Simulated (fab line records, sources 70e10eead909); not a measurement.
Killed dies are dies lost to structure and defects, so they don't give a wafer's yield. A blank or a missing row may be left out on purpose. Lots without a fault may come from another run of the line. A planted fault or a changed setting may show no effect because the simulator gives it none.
Chamber matching | flow nand_harc | NHARC_A_CONTACT_DESCUM_13 on rie_diel-01: 4 sister chambers
The step chemistry O2, time 3 s. 14 wafers are shown with their chamber, then 7 later ones without.

WAFERS WITH THEIR CHAMBER
wafer  | chamber | showerhead_plenum_p_Torr (Torr) | drypump_motor_current_A (A) | rf_vpp_V (V)
L077.2 | 2       | 1.95                            | 5.8                         | 57.5
L077.4 | 3       | 2.06                            | 6.8                         | 59.0
L077.6 | 3       | 2.06                            | 6.8                         | 57.4
L081.1 | 1       | 1.82                            | 5.9                         | 56.9
L081.3 | 0       | 1.84                            | 5.3                         | 58.3
L081.5 | 3       | 2.06                            | 6.8                         | 58.2
L085.1 | 3       | 2.05                            | 6.8                         | 58.2
L085.4 | 0       | 1.83                            | 5.4                         | 57.7
L085.5 | 1       | 1.82                            | 5.8                         | 57.1
L084.2 | 1       | 1.82                            | 5.8                         | 58.6
L084.3 | 2       | 1.95                            | 5.8                         | 58.4
L084.6 | 2       | 1.95                            | 5.9                         | 59.1
L088.2 | 2       | 1.94                            | 5.8                         | 58.9
L088.4 | 3       | 2.05                            | 6.8                         | 58.2

SIGNATURES (means of the wafers above)
reading                  | chamber 0 | chamber 1 | chamber 2 | chamber 3 | scatter within a chamber
showerhead_plenum_p_Torr | 1.8350    | 1.8200    | 1.9475    | 2.0560    | 0.00495
drypump_motor_current_A  | 5.350     | 5.833     | 5.825     | 6.800     | 0.0438
rf_vpp_V                 | 58.000    | 57.533    | 58.475    | 58.200    | 0.687
Rule: a wafer's distance from a chamber is the root of the sum, over the readings, of the square of ((its reading less the chamber's mean) divided by the reading's scatter). The wafer belongs to the nearest chamber; if the next one is less than 2 further off, it can't be placed. The scatter: the root of (the sum of the squares of (reading less its chamber's mean) over the shown wafers, divided by (wafers less chambers)).

WAFERS WITHOUT THEIR CHAMBER
wafer  | showerhead_plenum_p_Torr (Torr) | drypump_motor_current_A (A) | rf_vpp_V (V)
L088.5 | 1.94                            | 5.9                         | 58.5
L092.2 | 1.81                            | 5.8                         | 55.9
L092.3 | 1.93                            | 5.8                         | 58.2
L092.4 | 1.82                            | 5.4                         | 57.9
L097.2 | 1.82                            | 5.3                         | 59.4
L097.3 | 1.93                            | 5.8                         | 56.4
L097.4 | 1.80                            | 5.8                         | 58.6

WHICH CHAMBER EACH WENT THROUGH
wafer  | from the rows above | in truth
L088.5 | 2                   | 2
L092.2 | 1                   | 1
L092.3 | 2                   | 2
L092.4 | 0                   | 0
L097.2 | 0                   | 0
L097.3 | 2                   | 2
L097.4 | 1                   | 1
Placed correctly: 7 of 7. Can't be placed from these rows: 0. Placed wrongly: 0.
